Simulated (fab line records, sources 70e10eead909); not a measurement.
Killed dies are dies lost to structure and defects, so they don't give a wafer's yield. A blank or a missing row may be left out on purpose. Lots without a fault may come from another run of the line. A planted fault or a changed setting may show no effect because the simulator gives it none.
Which tool did it? | flow nand_harc | 11 lots, 33 wafers sampled, at 6 steps of a route of 1159

WHAT THE GAUGES READ, wafer by wafer
NHARC_HYBRID_BOND_OVL_MEAS_05.
lot  | measured     | on         | overlay_x_nm (nm) | overlay_y_nm (nm)
L930 | day 19 04:59 | overlay-01 | -20 39 29         | 45 19 -16
L929 | day 19 05:00 | overlay-01 | -4 39 40          | 54 -67 19
L933 | day 19 17:32 | overlay-01 | -52 -39 38        | 1 -16 -23
L938 | day 20 20:53 | overlay-01 | 5 -47 16          | -45 19 -6
L934 | day 20 20:53 | overlay-02 | -9 -5 23          | 27 -1 3
L940 | day 21 03:56 | overlay-01 | -26 -5 5          | 6 25 -78
L942 | day 21 20:13 | overlay-02 | -30 32 35         | -57 -36 -8
L941 | day 22 01:51 | overlay-02 | 24 44 30          | 37 22 8
L946 | day 22 17:53 | overlay-02 | 4 31 -23          | -55 73 4
L950 | day 23 14:47 | overlay-01 | 48 13 -22         | -2 -8 10
L949 | day 24 00:31 | overlay-01 | 5 -50 10          | 1 28 -32

NHARC_THIN_TSV_THK_MEAS_02: measures by ir.
lot  | measured     | on            | thk_nm (nm)
L930 | day 19 09:34 | film_metro-01 | 2793 3237 3314
L929 | day 19 11:58 | film_metro-02 | 3015 3144 3188
L933 | day 19 19:14 | film_metro-02 | 2769 2593 2815
L938 | day 20 23:47 | film_metro-01 | 3383 3183 3279
L934 | day 20 22:36 | film_metro-02 | 2871 3137 2944
L940 | day 21 08:13 | film_metro-01 | 3096 3276 2710
L942 | day 21 21:53 | film_metro-01 | 3045 3035 2745
L941 | day 22 03:34 | film_metro-01 | 3115 3492 3139
L946 | day 22 21:58 | film_metro-01 | 2475 2811 2774
L950 | day 23 16:29 | film_metro-01 | 3206 3460 3175
L949 | day 24 03:26 | film_metro-02 | 2972 2738 2884

NHARC_THIN_TSV_CD_MEAS_12: target cd 1000 nm.
lot  | measured     | on        | cd_nm (nm)
L930 | day 19 10:38 | cd_sem-02 | 999.6 1000.5 1000.2
L929 | day 19 12:53 | cd_sem-02 | 998.1 1002.2 1001.5
L933 | day 19 20:17 | cd_sem-03 | 999.1 1002.5 1003.8
L938 | day 21 00:44 | cd_sem-01 | 1001.4 1000.8 1003.3
L934 | day 20 23:39 | cd_sem-02 | 1003.7 1001.6 1005.3
L940 | day 21 09:09 | cd_sem-02 | 997.3 1000.4 999.6
L942 | day 21 22:56 | cd_sem-03 | 1005.5 1007.2 1007.4
L941 | day 22 04:29 | cd_sem-02 | 1009.1 1008.7 1008.2
L946 | day 22 23:01 | cd_sem-01 | 1002.1 994.3 998.6
L950 | day 23 17:25 | cd_sem-03 | 1000.9 999.2 998.7
L949 | day 24 04:29 | cd_sem-02 | 1001.8 1001.7 998.6

NHARC_THIN_TSV_CD_MEAS_37.
lot  | measured     | on        | cd_nm (nm)
L930 | day 19 18:22 | cd_sem-03 | 4995.8 4997.9 4999.3
L929 | day 19 20:32 | cd_sem-02 | 5001.2 5000.2 5003.6
L933 | day 20 04:34 | cd_sem-02 | 5000.0 5000.7 5003.5
L938 | day 21 07:59 | cd_sem-01 | 4998.7 5001.6 5000.4
L934 | day 21 07:01 | cd_sem-02 | 5003.5 4998.9 5003.4
L940 | day 21 16:34 | cd_sem-01 | 4996.4 5000.4 5000.0
L942 | day 22 06:23 | cd_sem-03 | 5000.9 5006.6 5004.6
L941 | day 22 11:49 | cd_sem-02 | 5009.5 5005.5 5010.1
L946 | day 23 06:16 | cd_sem-02 | 4999.7 4992.7 4997.3
L950 | day 24 00:38 | cd_sem-02 | 5000.8 4998.9 4998.8
L949 | day 24 12:16 | cd_sem-03 | 4998.8 4999.1 4996.6

WHICH TOOL RAN EACH LOT (tool, then ch and the chambers of the sampled wafers, then the start)
lot  | NHARC_HYBRID_BOND_ACTIVATE_00      | NHARC_THIN_TSV_EXPOSE_09
L930 | rie_diel-01 ch 1,3, day 18 18:24   | krf_scanner-04 ch 0, day 19 10:29
L929 | rie_diel-06 ch 0,1,3, day 18 19:50 | krf_scanner-01 ch 0, day 19 12:44
L933 | rie_diel-01 ch 0,2, day 19 07:23   | krf_scanner-02 ch 0, day 19 20:08
L938 | rie_diel-01 ch 0,1, day 20 09:55   | krf_scanner-02 ch 0, day 21 00:34
L934 | rie_diel-06 ch 0,1, day 20 14:52   | krf_scanner-02 ch 0, day 20 23:29
L940 | rie_diel-01 ch 0,3, day 20 18:52   | krf_scanner-04 ch 0, day 21 08:59
L942 | rie_diel-01 ch 1,2, day 21 09:06   | krf_scanner-04 ch 0, day 21 22:47
L941 | rie_diel-08 ch 0,3, day 21 15:46   | krf_scanner-04 ch 0, day 22 04:20
L946 | rie_diel-01 ch 0,1,2, day 22 09:32 | krf_scanner-02 ch 0, day 22 22:52
L950 | rie_diel-01 ch 0,3, day 23 05:00   | krf_scanner-01 ch 0, day 23 17:15
L949 | rie_diel-06 ch 0,1,2, day 23 13:38 | krf_scanner-02 ch 0, day 24 04:20
- NHARC_HYBRID_BOND_ACTIVATE_00: chemistry N2, time 60 s.
- NHARC_THIN_TSV_EXPOSE_09: exposes mask TSV.

WHAT THE TOOLS THEMSELVES READ (means of the sampled wafers that have a number; where no wafer has one, the mark that the record gives instead)
NHARC_HYBRID_BOND_ACTIVATE_00.
lot  | tool        | drypump_motor_current_A (A) | mfc_ar_sccm (sccm) | oes_product_au (a.u.) | rf_vpp_V (V) | showerhead_plenum_p_Torr (Torr)
L930 | rie_diel-01 | 6.1                         | 0.016              | 1.009                 | 63.3         | 1.70
L929 | rie_diel-06 | 5.8                         | 0.009              | 0.998                 | 64.6         | 1.79
L933 | rie_diel-01 | 5.1                         | 0.001              | 1.010                 | 64.2         | 1.69
L938 | rie_diel-01 | 6.2                         | 0.000              | 1.003                 | 64.1         | 1.71
L934 | rie_diel-06 | 5.7                         | 0.009              | 0.997                 | 64.4         | 1.78
L940 | rie_diel-01 | 5.7                         | 0.016              | 1.013                 | 62.9         | 1.67
L942 | rie_diel-01 | 5.6                         | 0.001              | 1.008                 | 64.6         | 1.72
L941 | rie_diel-08 | 5.6                         | 0.006              | 1.005                 | 63.2         | 1.69
L946 | rie_diel-01 | 5.7                         | 0.000              | 1.011                 | 64.8         | 1.70
L950 | rie_diel-01 | 5.5                         | 0.008              | 1.016                 | 63.9         | 1.66
L949 | rie_diel-06 | 5.7                         | 0.009              | 1.004                 | 63.7         | 1.76

NHARC_THIN_TSV_EXPOSE_09.
lot  | tool           | exposure_dose_mJ_cm2 | stage_vel_mm_s (mm/s)
L930 | krf_scanner-04 | 30.72                | 499.95
L929 | krf_scanner-01 | 30.70                | 499.99
L933 | krf_scanner-02 | 30.74                | 500.39
L938 | krf_scanner-02 | 30.71                | 499.87
L934 | krf_scanner-02 | 30.68                | 499.98
L940 | krf_scanner-04 | 30.74                | 499.90
L942 | krf_scanner-04 | 39.82                | 499.82
L941 | krf_scanner-04 | 39.81                | 499.70
L946 | krf_scanner-02 | 30.70                | 500.52
L950 | krf_scanner-01 | 30.71                | 499.70
L949 | krf_scanner-02 | 30.69                | 499.81

THE ANSWER, worked out from the rows above alone
Rule: what is usual is taken from the lots themselves. Put in order of their means at a reading, lots are off if they are a third of the lots or fewer, leave a main group of 4 or more, and stand apart from it by a gap of 3 or more times the standard deviation of the main group's means; of several such gaps the widest counts. A main group whose means are all the same, to the digits that the tables above print for the reading, isn't used. A lot without any number at a reading at which 4 lots or more have one is off too. The other lots that the step has rows for count as sound. The gauges are gone through in route order, then the tools' own readings, and for those a lot's mean is taken as printed above. The first step at which some lot is off is used, and at that step the reading that is off furthest; a lot without a number counts as furthest.
Off: L942, L941, at NHARC_THIN_TSV_EXPOSE_09 (exposure_dose_mJ_cm2). The main group: mean 30.71, standard deviation 0.019.
A tool fits if, at that step or a process step before it, it ran every lot that is off, and no sound lot after the first of them. One fits: krf_scanner-04 at NHARC_THIN_TSV_EXPOSE_09. Its last sound lot is L940 (day 21 08:59), its first lot that is off L942 (day 21 22:47): a fault that began between those two fits.
The tool's own readings at NHARC_THIN_TSV_EXPOSE_09 bear it out: on the lots that are off they differ by more than 5 times the standard deviation of the sound lots' means. exposure_dose_mJ_cm2 reads 39.81 there against 30.71 on the sound lots.

WHAT THE SIMULATOR HAD PUT IN
Process parameter drift: krf_scanner-04, from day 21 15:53 on, at NHARC_THIN_TSV_EXPOSE_09. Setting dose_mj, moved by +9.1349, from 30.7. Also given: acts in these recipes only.
Lots struck among those shown: L942, L941. The rule above found the same.
